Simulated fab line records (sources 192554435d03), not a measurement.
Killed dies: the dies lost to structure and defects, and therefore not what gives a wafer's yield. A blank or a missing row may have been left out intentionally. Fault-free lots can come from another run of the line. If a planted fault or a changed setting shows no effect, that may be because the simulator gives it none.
Struck lot and sound lot, side by side / flow n5Finfet / 37 steps out of a route of 1938
Sound: the wafers L426.1, L426.2, L426.4. Struck: wafer L412.3; the same lot's L412.1 was not struck, so it is left out; see the end for the cause.
Each step with rows lists, per side, the tool, then ch with its chambers, then its first start. Under that, the readings that differ: sound wafers / struck wafers / difference of the means / sigmas: that difference in standard deviations of wafers without a fault.
alike: readings with means less than 2 such deviations apart, plus words and numbers identical on both sides. not compared: withheld readings, readings lacking a value on some wafer, bounds such as >300 that could conceal the same value, and numbers that have no deviation in the record and whose values overlap.
The two part at a step that has a row with sigmas, a row that says differs or no value, or rows on one side only. Numbers that don't overlap but have no deviation are shown without sigmas and don't part them. Lack of a reading on every wafer of one side parts them only where that side has two or more wafers.

first, 9 steps without rows for these wafers: N5_WELL_APT_DESCUM_30 (chemistry O2, time 7.9 s); N5_WELL_APT_IMPLANT_31; N5_WELL_APT_IMPLANT_32; N5_WELL_APT_STRIP_33 (strips in SPM, time 900 s); N5_WELL_APT_RTA_34 (time 10 s); N5_WELL_APT_OXIDE_STRIP_42 (strips SiO2 in dHF, time 45 s, target depth 12 nm); N5_WELL_APT_PRECLEAN_36 (cleans in O3/DIW, time 45 s); N5_WELL_APT_PRECLEAN_39 (cleans in dHF, time 60 s); N5_WELL_APT_SRD_37 (time 30 s).
N5_WELL_APT_EPI_41: deposits Si from SiH4/H2, target thk 50 nm, time 297.7 s.
  sound on epiRpcvd-04 ch 0, day 7 04:16; struck on epiRpcvd-03 ch 0, day 3 16:33
reading=runLengthS (s); sound=357 356 356; struck=315; difference=-41; sigmas=-12
reading=model.Si_of_WELL_APT_EPI_41.thkNm (nm); sound=48.79 49.36 49.13; struck=42.7; difference=-6.4; sigmas=
  alike: lampInnerPct, throttleValvePct
then, 24 steps without rows for these wafers: N5_PMOS_HMC_CHANNEL_EPI_HM_DEP_34 (deposits SiO2 from TEOS/O2, target thk 36 nm, time 6.9 s); N5_PMOS_HMC_CHANNEL_EPI_COAT_31 (time 60 s, resist thk 66 nm); N5_PMOS_HMC_CHANNEL_EPI_COAT_03 (resist thk 205 nm); N5_PMOS_HMC_CHANNEL_EPI_EBR_05; N5_PMOS_HMC_CHANNEL_EPI_SOFTBAKE_04 (time 60 s); N5_PMOS_HMC_CHANNEL_EPI_EXPOSE_06 (exposes mask PMOS HMC BLK, target cd 240 nm); N5_PMOS_HMC_CHANNEL_EPI_PEB_07 (peb time 60 s); N5_PMOS_HMC_CHANNEL_EPI_DEVELOP_08 (develop time 30 s); N5_PMOS_HMC_CHANNEL_EPI_DESCUM_14 (chemistry O2, time 7.9 s); N5_PMOS_HMC_CHANNEL_EPI_ETCH_32 (etches BARC in N2/H2, stops on SiO2, target depth 85.8 nm, time 50.3 s); N5_PMOS_HMC_CHANNEL_EPI_HM_OPEN_15 (chemistry CHF3/O2, target SiO2, target depth 40.6 nm, time 20.3 s); N5_PMOS_HMC_CHANNEL_EPI_STRIP_33 (strips in N2/H2); N5_PMOS_HMC_CHANNEL_EPI_STRIP_17 (strips in SPM, time 750 s); N5_PMOS_HMC_CHANNEL_EPI_ETCH_38 (etches SiO2 in CF4, target depth 1.5 nm); N5_PMOS_HMC_CHANNEL_EPI_FIN_RECESS_16 (chemistry HBr/Cl2, target Si, target depth 54 nm, time 18 s); N5_PMOS_HMC_CHANNEL_EPI_PRECLEAN_36 (cleans in O3/DIW, time 45 s); N5_PMOS_HMC_CHANNEL_EPI_PRECLEAN_18 (cleans in DHF, time 30 s); N5_PMOS_HMC_CHANNEL_EPI_SRD_19 (time 30 s); N5_PMOS_HMC_CHANNEL_EPI_EPI_20 (deposits SiGe30, target thk 59 nm); N5_PMOS_HMC_CHANNEL_EPI_HM_STRIP_35 (strips SiO2 in dHF, material SiO2, target depth 39.6 nm, time 216 s); N5_PMOS_HMC_CHANNEL_EPI_SRD_39 (time 30 s); N5_PMOS_HMC_CHANNEL_EPI_CMP_21 (polishes SiGe30, target thk 54 nm); N5_PMOS_HMC_CHANNEL_EPI_PRECLEAN_40 (cleans in DHF, time 30 s); N5_PMOS_HMC_CHANNEL_EPI_PRECLEAN_37 (cleans in O3/DIW, time 45 s).
N5_SD_EPI_N_STRIP_18: strips in SPM, time 750 s.
  sound on wetBench-04 ch 2,5,7, day 8 15:52; struck on wetBench-04 ch 6, day 5 06:25
reading=model.Si_of_WELL_APT_EPI_41.thkNm (nm); sound=7.4 6.8 7.4; struck=4.4; difference=-2.8; sigmas=
-- record jumps: 5 days separate the struck wafers' starts on either side; left off in module SD_EPI_N, taken up again in module BEOL_M4, whose first shown step is the route's number 1111 --
N5_BEOL_M4_RC_MEAS_101:
  sound on prober-02 ch 0, day 13 20:50; struck on prober-02 ch 0, day 9 21:35
reading=CJ_N; sound=4.39 4.51 4.42; struck=4.89; difference=+0.45; sigmas=+5
reading=CJ_P; sound=5.53 5.77 5.55; struck=4.30; difference=-1.32; sigmas=-8
reading=DIBL_P (mV/V); sound=35.6 31.9 33.2; struck=38.7; difference=+5.1; sigmas=+2
reading=RS_NWELL (ohm/sq); sound=1041 1038 1040; struck=1062; difference=+22; sigmas=+3
reading=RS_PWELL (ohm/sq); sound=3010 3037 3048; struck=3133; difference=+101; sigmas=+5
reading=SS_P (mV/dec); sound=72.7 72.6 73.0; struck=74.6; difference=+1.8; sigmas=+3
  alike: DIBL_N, IOFF_N, IOFF_P, ION_N, ION_P, SS_N, VT_N, VT_P
-- the record jumps here: 4 days lie between the struck wafers' starts before and after (it left off in module BEOL_M4 and takes up again in module PASSIVATION, whose first step shown is number 1936 of the route) --
N5_PASSIVATION_PROBE_49:
  struck on prober-02, day 14 02:28; sound on prober-01, day 18 14:32
  alike: defectLimitedYield, killed_at_M0_to_M3, killed_at_M4_up, killedAtContacts, killedAtFrontEnd, killedAtOther, killedDies, killedOpen, killedShort, sort_bin_5_function, sort_bin_6_memory, sort_bin_8_speed, sortNPass, sortYieldPct

## WHERE THEY PART
Last at N5_BEOL_M4_RC_MEAS_101 as far as this record goes, first at N5_WELL_APT_EPI_41. Later steps at which nothing parts them and some readings are alike: N5_PASSIVATION_PROBE_49.

WHY: the cause the simulator had injected
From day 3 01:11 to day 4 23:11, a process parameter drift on epiRpcvd-03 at N5_WELL_APT_EPI_41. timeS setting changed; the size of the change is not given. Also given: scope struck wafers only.
